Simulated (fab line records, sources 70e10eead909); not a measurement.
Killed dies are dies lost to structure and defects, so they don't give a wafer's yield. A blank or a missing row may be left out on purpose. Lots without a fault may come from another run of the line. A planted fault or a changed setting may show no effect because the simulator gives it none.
Chamber matching | flow nand_harc | NHARC_A_STAIRCASE_DEP_322 on pecvd-03: 3 sister chambers
The step deposits SiO2, target thk 3800 nm. 18 wafers are shown with their chamber, then 9 later ones without.

WAFERS WITH THEIR CHAMBER
wafer  | chamber | heater_power_w (W) | mfc_precursor_sccm (sccm)
L074.1 | 1       | 731                | 199.1
L074.3 | 2       | 753                | 199.2
L074.5 | 0       | 714                | 199.3
L075.1 | 0       | 872                | 199.3
L075.2 | 2       | 845                | 200.2
L075.3 | 1       | 647                | 199.5
L080.1 | 2       | 848                | 200.4
L080.4 | 2       | 728                | 199.6
L080.5 | 1       | 648                | 200.1
L084.1 | 2       | 769                | 199.5
L084.5 | 0       | 693                | 200.2
L084.6 | 2       | 722                | 199.8
L088.2 | 0       | 830                | 199.7
L088.4 | 0       | 701                | 199.5
L088.6 | 2       | 744                | 199.9
L089.1 | 0       | 859                | 199.7
L089.2 | 2       | 850                | 198.9
L089.4 | 0       | 684                | 200.0

SIGNATURES (means of the wafers above)
reading            | chamber 0 | chamber 1 | chamber 2 | scatter within a chamber
heater_power_w     | 764.71    | 675.33    | 782.38    | 68.1
mfc_precursor_sccm | 199.671   | 199.567   | 199.688   | 0.442
Rule: a wafer's distance from a chamber is the root of the sum, over the readings, of the square of ((its reading less the chamber's mean) divided by the reading's scatter). The wafer belongs to the nearest chamber; if the next one is less than 2 further off, it can't be placed. The scatter: the root of (the sum of the squares of (reading less its chamber's mean) over the shown wafers, divided by (wafers less chambers)).

WAFERS WITHOUT THEIR CHAMBER
wafer  | heater_power_w (W) | mfc_precursor_sccm (sccm)
L092.2 | 707                | 199.8
L092.3 | 803                | 201.0
L092.4 | 682                | 199.8
L094.1 | 749                | 201.1
L094.2 | 872                | 200.6
L094.6 | 634                | 200.0
L096.2 | 806                | 199.5
L096.5 | 691                | 199.8
L096.6 | 644                | 199.4

WHICH CHAMBER EACH WENT THROUGH
wafer  | from the rows above          | in truth
L092.2 | can't be placed: 1 or 0 or 2 | 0
L092.3 | can't be placed: 2 or 0 or 1 | 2
L092.4 | can't be placed: 1 or 0 or 2 | 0
L094.1 | can't be placed: 2 or 0 or 1 | 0
L094.2 | can't be placed: 2 or 0 or 1 | 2
L094.6 | can't be placed: 1 or 0 or 2 | 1
L096.2 | can't be placed: 2 or 0 or 1 | 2
L096.5 | can't be placed: 1 or 0 or 2 | 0
L096.6 | can't be placed: 1 or 0 or 2 | 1
Placed correctly: 0 of 9. Can't be placed from these rows: 9 (the true chamber is among the candidates in 9). Placed wrongly: 0.
